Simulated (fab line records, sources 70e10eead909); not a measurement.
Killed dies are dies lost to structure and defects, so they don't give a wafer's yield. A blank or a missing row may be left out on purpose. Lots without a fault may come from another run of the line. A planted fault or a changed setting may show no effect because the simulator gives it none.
Chamber matching | flow nand_harc | NHARC_A_STAIRCASE_TRIM_229 on rie_diel-05: 4 sister chambers
The step chemistry O2, time 211.2 s. 22 wafers are shown with their chamber, then 11 later ones without.

WAFERS WITH THEIR CHAMBER
wafer  | chamber | showerhead_plenum_p_Torr (Torr) | drypump_motor_current_A (A) | rf_vpp_V (V)
L076.3 | 2       | 3.52                            | 4.7                         | 57.7
L076.5 | 1       | 3.65                            | 5.3                         | 58.7
L076.6 | 2       | 3.52                            | 4.7                         | 59.2
L077.2 | 1       | 3.65                            | 5.3                         | 57.4
L077.3 | 3       | 3.71                            | 6.3                         | 57.0
L077.4 | 0       | 3.32                            | 5.8                         | 58.3
L078.3 | 3       | 3.71                            | 6.3                         | 58.2
L078.4 | 2       | 3.51                            | 4.7                         | 56.8
L078.6 | 0       | 3.32                            | 5.8                         | 56.5
L083.1 | 1       | 3.64                            | 5.3                         | 57.8
L083.4 | 3       | 3.70                            | 6.3                         | 57.3
L083.5 | 2       | 3.50                            | 4.7                         | 57.7
L082.3 | 3       | 3.70                            | 6.4                         | 56.0
L082.4 | 2       | 3.50                            | 4.7                         | 56.2
L082.6 | 0       | 3.32                            | 5.9                         | 57.7
L085.1 | 3       | 3.70                            | 6.3                         | 58.3
L085.3 | 0       | 3.31                            | 5.8                         | 56.6
L085.4 | 1       | 3.64                            | 5.4                         | 58.7
L089.2 | 1       | 3.63                            | 5.3                         | 58.9
L089.3 | 3       | 3.69                            | 6.3                         | 57.5
L089.6 | 0       | 3.31                            | 5.9                         | 55.6
L090.1 | 2       | 3.49                            | 4.7                         | 57.8

SIGNATURES (means of the wafers above)
reading                  | chamber 0 | chamber 1 | chamber 2 | chamber 3 | scatter within a chamber
showerhead_plenum_p_Torr | 3.3160    | 3.6420    | 3.5067    | 3.7017    | 0.00887
drypump_motor_current_A  | 5.840     | 5.320     | 4.700     | 6.317     | 0.0397
rf_vpp_V                 | 56.940    | 58.300    | 57.567    | 57.383    | 0.915
Rule: a wafer's distance from a chamber is the root of the sum, over the readings, of the square of ((its reading less the chamber's mean) divided by the reading's scatter). The wafer belongs to the nearest chamber; if the next one is less than 2 further off, it can't be placed. The scatter: the root of (the sum of the squares of (reading less its chamber's mean) over the shown wafers, divided by (wafers less chambers)).

WAFERS WITHOUT THEIR CHAMBER
wafer  | showerhead_plenum_p_Torr (Torr) | drypump_motor_current_A (A) | rf_vpp_V (V)
L090.3 | 3.63                            | 5.3                         | 58.0
L090.5 | 3.49                            | 4.7                         | 57.1
L091.1 | 3.49                            | 4.7                         | 58.2
L091.3 | 3.69                            | 6.3                         | 60.0
L091.6 | 3.62                            | 5.3                         | 57.7
L092.1 | 3.69                            | 6.3                         | 58.9
L092.2 | 3.62                            | 5.3                         | 57.3
L092.3 | 3.49                            | 4.7                         | 58.7
L094.1 | 3.49                            | 4.7                         | 58.7
L094.4 | 3.68                            | 6.3                         | 58.8
L094.6 | 3.49                            | 4.7                         | 57.6

WHICH CHAMBER EACH WENT THROUGH
wafer  | from the rows above | in truth
L090.3 | 1                   | 1
L090.5 | 2                   | 2
L091.1 | 2                   | 2
L091.3 | 3                   | 3
L091.6 | 1                   | 1
L092.1 | 3                   | 3
L092.2 | 1                   | 1
L092.3 | 2                   | 2
L094.1 | 2                   | 2
L094.4 | 3                   | 3
L094.6 | 2                   | 2
Placed correctly: 11 of 11. Can't be placed from these rows: 0. Placed wrongly: 0.
